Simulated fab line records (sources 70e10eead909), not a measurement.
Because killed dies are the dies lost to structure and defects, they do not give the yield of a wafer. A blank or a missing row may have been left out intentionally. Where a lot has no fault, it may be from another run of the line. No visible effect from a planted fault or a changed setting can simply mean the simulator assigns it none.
Which tool was responsible? -- flow nand-harc -- Sampling: 21 lots, 63 wafers, 5 of 1159 route steps

== WHAT THE GAUGES READ, wafer by wafer ==
NHARC_P_ZERO_WELL_CD_MEAS_37 targets a cd of 720 nm. Usual: cd-nm reads 719.5 nm (standard deviation 1.3).
lot,measured,on,cd-nm (nm),flag
L074,day 1 16:20,cd-sem-03,718.8 721.6 718.3,
L075,day 1 22:17,cd-sem-03,717.9 717.4 718.5,
L076,day 2 04:25,cd-sem-02,718.5 719.5 719.3,
L078,day 2 15:58,cd-sem-01,720.0 720.9 720.9,
L079,day 2 22:06,cd-sem-02,718.9 718.9 719.3,
L080,day 3 04:08,cd-sem-03,720.9 722.4 723.5,
L081,day 3 10:10,cd-sem-03,721.9 720.5 720.8,
L083,day 3 22:13,cd-sem-02,718.6 719.2 718.3,
L084,day 4 04:07,cd-sem-02,719.9 716.9 720.2,
L085,day 4 10:14,cd-sem-02,719.7 719.6 718.4,
L086,day 4 16:08,cd-sem-02,717.3 719.4 718.3,
L087,day 4 22:07,cd-sem-02,718.7 719.0 719.7,
L088,day 5 04:10,cd-sem-02,720.2 721.8 721.3,
L089,day 5 10:07,cd-sem-02,720.0 719.6 716.3,
L091,day 5 22:16,cd-sem-01,721.4 722.1 720.9,
L092,day 6 04:07,cd-sem-02,720.1 719.3 718.4,
L093,day 6 10:00,cd-sem-02,720.9 720.1 722.2,
L094,day 6 16:26,cd-sem-02,718.4 719.4 720.1,
L095,day 6 22:08,cd-sem-03,718.7 721.1 718.6,
L096,day 7 04:05,cd-sem-01,719.1 718.7 717.8,
L097,day 7 10:07,cd-sem-02,718.4 717.9 717.2,

NHARC_P_STI_INSPECT_25. Usual: raw-defect-count reads 203 (standard deviation 66).
lot,measured,on,raw-defect-count,flag
L074,day 3 15:07,defect-inspect-02,132 165 143,
L075,day 4 08:43,defect-inspect-02,140 116 238,
L076,day 4 08:43,defect-inspect-01,193 255 149,
L078,day 4 18:49,defect-inspect-02,117 178 161,
L079,day 5 02:07,defect-inspect-02,231 166 266,
L080,day 5 02:07,defect-inspect-01,200 219 250,
L081,day 5 12:29,defect-inspect-02,201 262 196,
L083,day 5 22:00,defect-inspect-02,149 104 204,
L084,day 6 09:30,defect-inspect-02,357 121 249,
L085,day 7 01:16,defect-inspect-02,136 187 176,
L086,day 7 01:16,defect-inspect-01,157 214 202,
L087,day 7 01:16,defect-inspect-02,344 262 186,
L088,day 7 07:45,defect-inspect-02,124 174 145,
L089,day 7 07:45,defect-inspect-01,322 291 256,
L091,day 7 19:19,defect-inspect-02,179 200 135,
L092,day 8 08:18,defect-inspect-01,138 170 266,
L093,day 8 08:18,defect-inspect-02,315 252 167,
L094,day 8 15:14,defect-inspect-01,232 198 347,
L095,day 9 02:28,defect-inspect-01,234 142 227,
L096,day 9 02:28,defect-inspect-02,146 159 213,
L097,day 9 17:04,defect-inspect-01,207 230 191,

== EACH LOT AND THE TOOL THAT RAN IT (in order: tool; ch and the chambers of the sampled wafers; start) ==
lot,NHARC_P_ZERO_WELL_ETCH_63,NHARC_P_ZERO_WELL_DESCUM_26,NHARC_P_STI_DESCUM_14
L074,"rie-si-02 ch 1,2, day 1 13:39","rie-diel-13 ch 0,3, day 1 14:46","rie-diel-05 ch 2,3, day 2 10:19"
L075,"rie-si-02 ch 0,1, day 1 19:49","rie-diel-06 ch 0,3, day 1 20:53","rie-diel-05 ch 1,3, day 2 21:14"
L076,"rie-si-06 ch 0,1, day 2 01:49","rie-diel-09 ch 0,3, day 2 02:56","rie-diel-07 ch 1,2, day 2 21:16"
L078,"rie-si-06 ch 0,3, day 2 13:32","rie-diel-06 ch 0,1,2, day 2 14:31","rie-diel-07 ch 1,2,3, day 3 11:06"
L079,"rie-si-02 ch 2,3, day 2 19:39","rie-diel-09 ch 0,1, day 2 20:38","rie-diel-08 ch 0,2, day 3 17:56"
L080,"rie-si-02 ch 0,1,2, day 3 01:36","rie-diel-06 ch 2,3, day 3 02:40","rie-diel-05 ch 1,2, day 3 23:11"
L081,"rie-si-06 ch 1,2, day 3 07:39","rie-diel-09 ch 0,2, day 3 08:45","rie-diel-08 ch 1,3, day 4 05:46"
L083,"rie-si-06 ch 0,2,3, day 3 19:40","rie-diel-09 ch 0,1,2, day 3 20:44","rie-diel-07 ch 1,2,3, day 4 18:25"
L084,"rie-si-02 ch 0,1,3, day 4 01:42","rie-diel-09 ch 0,3, day 4 02:45","rie-diel-08 ch 2,3, day 4 23:09"
L085,"rie-si-03 ch 0,1,3, day 4 07:49","rie-diel-06 ch 1,3, day 4 08:52","rie-diel-08 ch 0,1,2, day 5 06:08"
L086,"rie-si-02 ch 0,3, day 4 13:34","rie-diel-09 ch 0,1, day 4 14:39","rie-diel-05 ch 0,2,3, day 5 13:12"
L087,"rie-si-02 ch 0,1,3, day 4 19:40","rie-diel-13 ch 0,2, day 4 20:44","rie-diel-08 ch 0,1,3, day 5 19:25"
L088,"rie-si-06 ch 0,1,2, day 5 01:42","rie-diel-09 ch 0,3, day 5 02:49","rie-diel-07 ch 0,2, day 6 03:42"
L089,"rie-si-03 ch 0,2,3, day 5 07:40","rie-diel-06 ch 2,3, day 5 08:47","rie-diel-05 ch 0,2,3, day 6 03:32"
L091,"rie-si-06 ch 1,2,3, day 5 19:43","rie-diel-13 ch 0,3, day 5 20:47","rie-diel-07 ch 0,1, day 6 17:13"
L092,"rie-si-06 ch 0,1,3, day 6 01:41","rie-diel-13 ch 0,2,3, day 6 02:38","rie-diel-08 ch 0,1,3, day 7 01:25"
L093,"rie-si-02 ch 1,2,3, day 6 07:34","rie-diel-13 ch 0,1,2, day 6 08:39","rie-diel-07 ch 1,2, day 7 06:50"
L094,"rie-si-02 ch 1,3, day 6 13:58","rie-diel-06 ch 0,2, day 6 15:04","rie-diel-05 ch 0,1,2, day 7 11:35"
L095,"rie-si-03 ch 0,1, day 6 19:40","rie-diel-09 ch 0,1, day 6 20:40","rie-diel-07 ch 0,1,2, day 7 20:44"
L096,"rie-si-02 ch 0,1,3, day 7 01:34","rie-diel-09 ch 0,1,2, day 7 02:40","rie-diel-08 ch 1,2,3, day 7 23:16"
L097,"rie-si-03 ch 1,2, day 7 07:32","rie-diel-06 ch 0,3, day 7 08:37","rie-diel-07 ch 0,1,3, day 8 08:26"
- NHARC_P_ZERO_WELL_ETCH_63: etches the open film in HBr/Cl2, target depth 120 nm, time 40.1 s.
- NHARC_P_ZERO_WELL_DESCUM_26: chemistry O2, time 3 s.
- NHARC_P_STI_DESCUM_14: chemistry O2, time 3 s.

== AS READ BY THE TOOLS THEMSELVES (means over the sampled wafers that have a number; for cases with no such wafer, the mark the record gives instead) ==
NHARC_P_ZERO_WELL_ETCH_63. Usual: chamber-pressure-mTorr 15.002 mTorr, standard deviation 0.014; drypump-motor-current-A 5.9 A, standard deviation 0.44; oes-product-au 0.998 a.u., standard deviation 0.0082; throttle-valve-pct 26.407 %, standard deviation 0.0098.
lot,tool,chamber-pressure-mTorr (mTorr),drypump-motor-current-A (A),oes-product-au (a.u.),throttle-valve-pct (%),flag
L074,rie-si-02,15.003,6.1,0.999,26.413,
L075,rie-si-02,15.004,5.9,1.001,26.408,
L076,rie-si-06,15.001,5.9,1.001,26.407,
L078,rie-si-06,14.992,5.9,1.009,26.407,
L079,rie-si-02,14.990,5.9,0.991,26.402,
L080,rie-si-02,14.994,6.0,0.989,26.416,
L081,rie-si-06,14.999,5.6,1.010,26.411,
L083,rie-si-06,15.012,5.6,0.998,26.404,
L084,rie-si-02,14.998,5.9,0.994,26.414,
L085,rie-si-03,14.990,5.7,1.000,26.415,
L086,rie-si-02,15.006,5.8,1.005,26.408,
L087,rie-si-02,15.006,5.9,0.989,26.411,
L088,rie-si-06,14.991,5.7,0.992,26.406,
L089,rie-si-03,15.009,5.4,1.009,26.402,
L091,rie-si-06,15.005,6.0,1.000,26.400,
L092,rie-si-06,15.006,6.1,0.996,26.406,
L093,rie-si-02,15.008,6.0,0.991,26.403,
L094,rie-si-02,14.987,5.9,0.992,26.408,
L095,rie-si-03,14.995,6.2,0.999,26.406,
L096,rie-si-02,14.991,5.9,0.989,26.409,
L097,rie-si-03,14.988,5.8,0.996,26.391,

NHARC_P_ZERO_WELL_DESCUM_26. Usual: chamber-pressure-mTorr 60.00 mTorr (standard deviation 0.054); drypump-motor-current-A 5.5 A (standard deviation 0.59); o2-flow-sccm 200.0 sccm (standard deviation 0.59); oes-product-au 1.000 a.u. (standard deviation 0.0084); rf-vpp-V 58.0 V (standard deviation 0.85); showerhead-plenum-p-Torr 1.96 Torr (standard deviation 0.075); throttle-valve-pct 11.312 % (standard deviation 0.0091).
lot,tool,chamber-pressure-mTorr (mTorr),drypump-motor-current-A (A),o2-flow-sccm (sccm),oes-product-au (a.u.),rf-vpp-V (V),showerhead-plenum-p-Torr (Torr),throttle-valve-pct (%),flag
L074,rie-diel-13,60.00,5.9,200.1,0.998,59.1,1.94,11.314,
L075,rie-diel-06,59.96,5.3,199.9,0.995,58.5,1.96,11.307,
L076,rie-diel-09,59.96,4.8,199.2,0.992,57.6,1.98,11.313,
L078,rie-diel-06,59.98,5.9,200.1,0.996,58.0,2.02,11.312,
L079,rie-diel-09,60.07,5.3,199.8,0.995,58.7,1.98,11.312,
L080,rie-diel-06,60.02,5.2,200.5,0.992,57.9,1.98,11.311,
L081,rie-diel-09,60.00,5.2,199.7,1.007,58.3,1.98,11.323,
L083,rie-diel-09,59.99,5.4,199.3,1.004,57.7,1.92,11.312,
L084,rie-diel-09,60.03,4.8,199.8,1.004,58.0,1.98,11.320,
L085,rie-diel-06,59.99,5.4,200.0,0.993,57.6,1.96,11.304,
L086,rie-diel-09,59.98,5.5,200.3,1.013,57.8,1.92,11.320,
L087,rie-diel-13,60.02,4.9,200.3,1.008,58.1,1.90,11.303,
L088,rie-diel-09,59.94,4.8,199.8,1.011,57.0,1.98,11.308,
L089,rie-diel-06,60.02,5.4,200.0,0.997,58.3,2.03,11.313,
L091,rie-diel-13,60.05,5.4,200.3,0.990,58.0,1.90,11.325,
L092,rie-diel-13,60.00,5.5,199.9,0.996,58.5,1.95,11.311,
L093,rie-diel-13,59.98,5.6,200.0,1.007,57.8,1.94,11.317,
L094,rie-diel-06,59.99,5.7,200.3,0.988,58.4,2.04,11.315,
L095,rie-diel-09,59.98,5.5,199.9,1.001,58.1,1.91,11.317,
L096,rie-diel-09,60.01,5.4,200.4,1.005,57.0,1.91,11.318,
L097,rie-diel-06,60.01,5.3,199.6,0.998,58.6,1.96,11.307,

NHARC_P_STI_DESCUM_14. Usual: chamber-pressure-mTorr 60.00 mTorr (standard deviation 0.051); drypump-motor-current-A 6.0 A (standard deviation 0.41); o2-flow-sccm 200.0 sccm (standard deviation 0.61); oes-product-au 0.998 a.u. (standard deviation 0.008); rf-vpp-V 58.0 V (standard deviation 0.87); showerhead-plenum-p-Torr 1.97 Torr (standard deviation 0.071); throttle-valve-pct 11.310 % (standard deviation 0.0088).
lot,tool,chamber-pressure-mTorr (mTorr),drypump-motor-current-A (A),o2-flow-sccm (sccm),oes-product-au (a.u.),rf-vpp-V (V),showerhead-plenum-p-Torr (Torr),throttle-valve-pct (%),flag
L074,rie-diel-05,59.94,5.5,200.2,1.007,58.5,1.99,11.316,
L075,rie-diel-05,60.01,5.7,200.0,1.003,57.3,1.94,11.307,
L076,rie-diel-07,60.00,6.1,199.7,1.007,59.2,2.02,11.313,
L078,rie-diel-07,60.01,6.3,200.0,0.996,58.2,1.99,11.309,
L079,rie-diel-08,59.98,6.4,199.5,1.004,58.0,2.06,11.313,
L080,rie-diel-05,60.01,6.0,200.5,1.001,58.8,1.96,11.308,
L081,rie-diel-08,59.97,6.1,199.7,0.990,58.4,1.97,11.309,
L083,rie-diel-07,59.98,6.2,200.0,0.992,57.5,1.99,11.310,
L084,rie-diel-08,59.96,6.1,200.3,0.993,58.2,2.03,11.310,
L085,rie-diel-08,60.01,6.4,200.2,1.008,58.0,2.04,11.311,
L086,rie-diel-05,59.98,5.7,199.7,0.997,58.7,1.97,11.313,
L087,rie-diel-08,60.02,6.3,199.8,0.995,58.0,2.00,11.313,
L088,rie-diel-07,60.01,5.5,200.2,0.986,57.1,1.89,11.318,
L089,rie-diel-05,60.07,5.7,199.2,0.998,58.0,1.97,11.322,
L091,rie-diel-07,59.97,6.2,200.0,0.990,57.8,1.90,11.301,
L092,rie-diel-08,59.95,6.3,200.3,1.013,58.5,2.00,11.313,
L093,rie-diel-07,59.98,6.4,199.2,0.991,57.8,1.99,11.309,
L094,rie-diel-05,60.01,6.0,199.8,0.998,58.6,1.96,11.308,
L095,rie-diel-07,60.04,6.0,199.4,0.983,57.2,1.94,11.313,
L096,rie-diel-08,59.99,6.2,199.5,0.997,58.2,2.01,11.311,
L097,rie-diel-07,60.00,6.1,199.8,1.002,57.7,1.90,11.305,

== THE ANSWER, worked out from the rows above alone ==
Rule: a lot counts as off when the mean over its wafers that have a number is more than 3 standard deviations away from the usual mean. A lot without any number at a reading at which 4 lots or more have one is off too. The other lots that the step has rows for count as sound. Order of review: gauges by route order, followed by the tools' own readings, for which a lot's mean as printed above is used. At the first step where some lot is off, the reading lying furthest off is the one used; lots without a number count as furthest.
None of the lots is off at any reading shown; this tells nothing.

== WHAT THE SIMULATOR HAD PUT IN ==
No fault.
